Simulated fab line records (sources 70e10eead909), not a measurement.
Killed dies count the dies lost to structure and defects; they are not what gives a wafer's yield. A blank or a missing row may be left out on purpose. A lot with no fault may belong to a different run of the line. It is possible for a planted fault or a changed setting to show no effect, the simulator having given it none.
Chamber matching + flow nandHarc + 3 sister chambers for NHARC_THIN_TSV_DEP_47 on pecvd-02
The step deposits SiO2, target thk 200 nm. 6 wafers are shown with their chamber, then 7 later ones without.

## WAFERS PAIRED WITH THEIR CHAMBERS
| wafer  | chamber | flowSccm (sccm) | throttleValvePct (%) |
|--------|---------|-----------------|----------------------|
| L371.1 | 0       | 2654            | 15.7                 |
| L371.6 | 0       | 2650            | 15.7                 |
| L373.3 | 2       | 2655            | 15.6                 |
| L373.5 | 1       | 2659            | 15.7                 |
| L372.1 | 2       | 2644            | 15.7                 |
| L372.4 | 1       | 2655            | 15.7                 |

## WAFERS WHOSE CHAMBER IS MISSING
| wafer  | flowSccm (sccm) | throttleValvePct (%) |
|--------|-----------------|----------------------|
| L372.6 | 2653            | 15.7                 |
| L374.1 | 2654            | 16.4                 |
| L374.2 | 2660            | 15.4                 |
| L374.3 | 2633            | 15.7                 |
| L379.1 | 2651            | 16.0                 |
| L379.4 | 2651            | 15.9                 |
| L379.5 | 2656            | 16.0                 |

## THE CHAMBER EACH PASSED THROUGH
| wafer  | from the rows above          | in truth |
|--------|------------------------------|----------|
| L372.6 | can't be placed: 0 or 1 or 2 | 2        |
| L374.1 | can't be placed: 0 or 1 or 2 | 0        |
| L374.2 | can't be placed: 2 or 1 or 0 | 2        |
| L374.3 | can't be placed: 2 or 0 or 1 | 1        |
| L379.1 | can't be placed: 0 or 1 or 2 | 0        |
| L379.4 | can't be placed: 0 or 1 or 2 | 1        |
| L379.5 | can't be placed: 1 or 0 or 2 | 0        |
Correctly placed: 0 of 7. From these rows, 7 cannot be placed; in 7 the true chamber is one of the candidates. Wrongly placed: 0.
How it was worked out, from the rows above alone: a wafer's distance from a chamber is the root of the sum, over the readings, of the square of ((its reading less the chamber's mean) divided by the reading's scatter). The wafer belongs to the nearest chamber; if the next one is less than 2 further off, it can't be placed. Each chamber's mean is taken over the wafers shown for it. The scatter: take each reading less its chamber's mean, square it, sum over the shown wafers, divide by the number of wafers less the number of chambers, and take the root.
